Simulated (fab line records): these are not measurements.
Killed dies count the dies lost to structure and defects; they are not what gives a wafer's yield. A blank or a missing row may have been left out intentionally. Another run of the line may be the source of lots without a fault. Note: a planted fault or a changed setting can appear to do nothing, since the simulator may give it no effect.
The tool behind it: which one? -- flow n5Finfet -- 10 lots, 29 wafers sampled, at 3 steps of a route of 1938

== WHAT EACH GAUGE READ, for each wafer ==
N5_BEOL_M4_RC_MEAS_101.
lot,measured,on,CJ_N,DIBL_N (mV/V),DIBL_P (mV/V),IOFF_N (nA/um),IOFF_P (nA/um),ION_N (uA/um),ION_P (uA/um),SS_N (mV/dec),SS_P (mV/dec),VT_N (mV),VT_P (mV)
L102,day 8 01:43,prober-02,4.36 4.29 4.31,37.7 35.6 35.6,36.6 34.6 34.4,0.17 0.12 0.14,0.21 0.18 0.18,670 662 650,452 457 451,72.3 72.2 71.8,74.3 73.1 73.6,251 253 250,-252 -255 -256
L103,day 8 10:36,prober-01,4.44 4.33 4.45,38.6 37.0 36.2,39.1 37.7 36.8,0.22 0.19 0.18,0.26 0.24 0.22,692 684 683,468 467 464,71.6 71.2 71.8,73.7 73.8 73.9,248 246 245,-250 -248 -250
L104,day 8 20:47,prober-02,4.36 4.42 4.26,33.9 35.8 33.0,35.7 37.6 34.6,0.13 0.15 0.11,0.18 0.19 0.16,667 680 648,460 460 445,71.1 71.4 71.1,73.1 73.6 72.9,251 248 255,-252 -253 -255
L105,day 9 01:07,prober-02,4.30 4.15 4.24,36.7 34.7 35.8,38.3 36.3 37.5,0.18 0.15 0.16,0.23 0.20 0.21,680 669 669,465 461 460,71.9 71.4 71.4,72.7 72.7 72.5,249 251 248,-249 -252 -252
L108,day 10 01:47,prober-02,4.27 4.02,35.0 34.7,36.6 36.6,0.15 0.14,0.19 0.18,669 666,457 455,71.6 71.9,72.8 73.2,250 251,-255 -254
L110,day 10 05:44,prober-01,4.42 4.36 3.83,36.0 38.7 36.0,34.2 37.7 36.6,0.13 0.18 0.13,0.16 0.20 0.19,669 673 664,453 453 460,71.8 72.5 71.8,73.8 73.7 73.5,254 253 254,-255 -253 -254
L112,day 10 18:38,prober-02,4.28 4.43 4.00,35.9 36.1 35.4,37.2 37.2 37.4,0.18 0.19 0.17,0.21 0.22 0.22,686 687 680,464 464 462,71.9 71.7 71.7,73.5 73.9 73.7,248 248 249,-253 -251 -252
L117,day 12 04:16,prober-01,4.35 4.52 4.35,35.6 39.0 35.0,35.2 39.3 34.8,0.16 0.24 0.16,0.23 0.31 0.22,679 697 673,463 477 461,71.4 72.2 71.5,73.3 74.0 73.1,251 246 249,-246 -245 -247
L118,day 12 05:36,prober-01,4.29 4.28 4.28,37.9 37.9 36.9,38.1 37.8 36.9,0.19 0.19 0.17,0.26 0.26 0.23,691 697 681,474 472 464,72.3 72.0 71.6,73.6 73.1 73.2,248 245 248,-245 -245 -249
L124,day 13 23:46,prober-01,4.47 4.32 4.30,39.8 35.9 35.3,39.3 36.6 35.1,0.24 0.17 0.15,0.29 0.23 0.21,696 690 669,470 464 467,72.4 71.0 71.4,74.2 72.5 72.7,243 247 251,-246 -247 -252

== EACH LOT AND THE TOOL THAT RAN IT (in order: tool; ch and the chambers of the sampled wafers; start) ==
lot,N5_SD_EPI_N_SD_RECESS_17,N5_BEOL_M4_SPUTTER_90
L102,"rieSi-05 ch 1,3, day 3 03:02","pvdSputter-02, day 7 23:38"
L103,"rieSi-05 ch 0,3, day 3 07:24","pvdSputter-02, day 8 08:50"
L104,"rieSi-05 ch 2,3, day 3 14:03","pvdSputter-02, day 8 18:41"
L105,"rieSi-04 ch 0,3, day 3 22:44","pvdSputter-01, day 8 23:19"
L108,"rieSi-05 ch 0,1, day 4 13:22","pvdSputter-02, day 9 23:56"
L110,"rieSi-05 ch 1,2,3, day 5 01:29","pvdSputter-03, day 10 03:29"
L112,"rieSi-05 ch 0,1, day 5 18:55","pvdSputter-02, day 10 16:49"
L117,"rieSi-04 ch 2,3, day 6 21:40","pvdSputter-03, day 12 02:10"
L118,"rieSi-04 ch 0,3, day 7 03:16","pvdSputter-02, day 12 03:14"
L124,"rieSi-05 ch 0,1, day 8 14:08","pvdSputter-01, day 13 21:47"
- N5_SD_EPI_N_SD_RECESS_17: chemistry HBr/Cl2/O2, target depth 41 nm, time 23.7 s, bt time 3 s.
- N5_BEOL_M4_SPUTTER_90: material Cu, target thk 4.5 nm, time 8.29 s.

== WHAT THE TOOLS THEMSELVES READ (means of the sampled wafers that have a number; where no wafer has one, the mark that the record gives instead) ==
N5_SD_EPI_N_SD_RECESS_17.
lot,tool,drypumpMotorCurrentA (A),oesProductAu (a.u.),throttleValvePct (%)
L102,rieSi-05,6.0,1.021,36.8
L103,rieSi-05,6.0,1.012,37.0
L104,rieSi-05,5.5,1.018,36.6
L105,rieSi-04,5.5,0.977,36.6
L108,rieSi-05,6.1,0.999,36.8
L110,rieSi-05,5.8,1.022,36.6
L112,rieSi-05,6.1,1.014,36.6
L117,rieSi-04,5.5,0.987,36.4
L118,rieSi-04,5.6,0.981,36.6
L124,rieSi-05,6.1,1.000,36.9

N5_BEOL_M4_SPUTTER_90.
lot,tool,chuckGasFlowSccm (sccm),throttleValvePct (%)
L102,pvdSputter-02,1.32,30.1
L103,pvdSputter-02,1.28,31.4
L104,pvdSputter-02,1.27,30.3
L105,pvdSputter-01,1.30,29.8
L108,pvdSputter-02,1.27,29.6
L110,pvdSputter-03,1.26,29.5
L112,pvdSputter-02,1.29,30.5
L117,pvdSputter-03,1.22,29.0
L118,pvdSputter-02,1.28,30.3
L124,pvdSputter-01,1.25,30.3

== THE ANSWER, worked out from the rows above alone ==
Rule: usual is defined by the lots themselves. Put in order of their means at a reading, lots are off if they are a third of the lots or fewer, leave a main group of 4 or more, and stand apart from it by a gap of 3 or more times the standard deviation of the main group's means; of several such gaps the widest counts. The tables above print the reading to a certain number of digits; a main group whose means all agree to those digits is not used. Also off: a lot with no number at a reading for which 4 or more lots have one. Any other lot the step has rows for is counted as sound. First the gauges in route order, then the tools' own readings, where a lot's mean is used as printed above. At the first step where some lot is off, the reading lying furthest off is the one used; lots without a number count as furthest.
Nothing can be told from this: no lot is off at any reading shown.

== WHAT HAD BEEN PUT IN BY THE SIMULATOR ==
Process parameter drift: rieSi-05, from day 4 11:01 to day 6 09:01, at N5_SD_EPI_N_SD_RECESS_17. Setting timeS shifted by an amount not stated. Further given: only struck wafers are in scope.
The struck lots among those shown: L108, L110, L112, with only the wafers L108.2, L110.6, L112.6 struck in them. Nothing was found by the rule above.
